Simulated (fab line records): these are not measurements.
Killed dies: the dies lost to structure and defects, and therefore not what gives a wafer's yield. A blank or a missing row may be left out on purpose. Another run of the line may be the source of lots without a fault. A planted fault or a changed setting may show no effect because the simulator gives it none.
Comparing a struck lot with a sound one | flow n5-finfet | 16 steps out of a route of 1938
Sound: these wafers, L310.2, L310.5, L310.6. Struck: wafer L328.1; the same lot's L328.6 was not struck, so it is left out; see the end for the cause.
Each step with rows lists, per side, the tool, then ch with its chambers, then its first start. Under that, the readings that differ: sound wafers | struck wafers | difference of the means | sigmas: that difference in standard deviations of wafers without a fault.
alike: readings whose means differ by less than 2 such deviations, and words and numbers that are the same on both sides. not compared: withheld readings, readings that some wafer has no value for, bounds like >300 that may hide the same value, and numbers for which the record gives no deviation and whose values overlap.
The two part at a step that has a row with sigmas, a row that says differs or no value, or rows on one side only. Non-overlapping numbers with no deviation appear without sigmas and do not part them. A reading missing from all wafers of one side parts the sides only when that side holds two or more wafers.

first, 1 step without rows for these wafers: N5_BEOL_M2_ETCH_41 (etches SiCN in CH3F/O2, target depth 29.9 nm, time 52.5 s).
N5_BEOL_M2_STRIP_97: strips in N2/H2, time 10 s.
  sound: rie-diel-06 ch 0,3; struck: rie-diel-06 ch 3
  alike: drypump-motor-current-A, oes-product-au, rf-vpp-V, showerhead-plenum-p-Torr, throttle-valve-pct
  not compared: rf-hours-counter-h
N5_BEOL_M2_OCD_MEAS_38:
  struck on ocd-01, day 12 07:37; sound on ocd-02, day 7 19:11
  alike: trench-depth-nm
then, 4 steps without rows for these wafers: N5_BEOL_M2_HM_STRIP_39 (strips TiN in peroxide tin strip, target depth 25 nm, time 158 s); N5_BEOL_M2_SRD_40 (time 30 s); N5_BEOL_M2_PRECLEAN_42 (cleans in residue remover, time 60 s); N5_BEOL_M2_SRD_43 (time 30 s).
N5_BEOL_M2_CD_MEAS_35: target cd 18 nm, target cd y 22.2 nm.
  struck on cd-sem-03, day 12 07:46; sound on cd-sem-02, day 7 19:21
  reading    | sound          | struck | difference | sigmas
  cd-nm (nm) | 17.7 17.3 18.1 | 18.4   | +0.7       | +2
N5_BEOL_M2_DEGAS_44: time 60 s.
  struck on pvd-sputter-03, day 12 08:05; sound on pvd-sputter-03, day 7 19:23
  alike: heater-power-w
N5_BEOL_M2_PRE_CLEAN_45: time 30 s.
  struck on pvd-sputter-03, day 12 08:07; sound on pvd-sputter-03, day 7 19:26
  alike: heater-power-w
N5_BEOL_M2_ALD_84: deposits TaN, pulse time 2 s, purge time 3 s, co reactant purge time 2 s.
  sound on ald-metal-04 ch 2,3, day 7 19:34; struck on ald-metal-03 ch 2, day 12 08:12
  alike: chamber-pressure-Torr, heater-power-outer-w, heater-power-w
N5_BEOL_M2_SURFACE_TREAT_85:
  struck on pvd-sputter-02, day 12 08:30; sound on pvd-sputter-02, day 7 19:47
  not compared: throttle-valve-pct
N5_BEOL_M2_CVD_47: deposits Co from CCTBA/H2, target thk 3 nm, time 223.8 s.
  sound on cvd-co-01 ch 0,1,2, day 7 19:51; struck on cvd-co-01 ch 0, day 12 08:35
  reading          | sound             | struck | difference | sigmas
  run-length-s (s) | 247.7 247.7 247.7 | 250.4  | +2.7       | +4
  alike: chamber-pressure-Torr
then, 1 step without rows for these wafers: N5_BEOL_M2_SPUTTER_48 (material Cu, target thk 4.5 nm, time 8.29 s).
N5_BEOL_M4_RC_MEAS_101:
  sound on prober-01 ch 0, day 9 08:28; struck on prober-02 ch 0, day 14 01:10
  reading        | sound             | struck | difference | sigmas
  IOFF_P (nA/um) | 0.285 0.307 0.242 | 0.206  | -0.072     | -3
  alike: DIBL_N, DIBL_P, IOFF_N, ION_N, ION_P, SS_N, SS_P, VT_N, VT_P
-- here the record skips 4 days between the struck wafers' starts before and after, leaving off in module BEOL_M4 and picking up in module PASSIVATION (first step shown: number 1936 of the route) --
N5_PASSIVATION_PROBE_49:
  struck on prober-01, day 18 08:47; sound on prober-01, day 13 14:52
  reading         | sound | struck | difference | sigmas
  killed-at-other | 2 1 0 | 8      | +7         | +2
  alike: defect-limited-yield, killed_at_M0_to_M3, killed_at_M4_up, killed-at-contacts, killed-at-front-end, killed-dies, killed-open, killed-short, sort_bin_5_function, sort_bin_6_memory, sort-n-pass, sort-yield-pct

== WHERE THEY PART ==
First at N5_BEOL_M2_CD_MEAS_35; last, within this record, at N5_PASSIVATION_PROBE_49.

WHY: what the simulator had put in
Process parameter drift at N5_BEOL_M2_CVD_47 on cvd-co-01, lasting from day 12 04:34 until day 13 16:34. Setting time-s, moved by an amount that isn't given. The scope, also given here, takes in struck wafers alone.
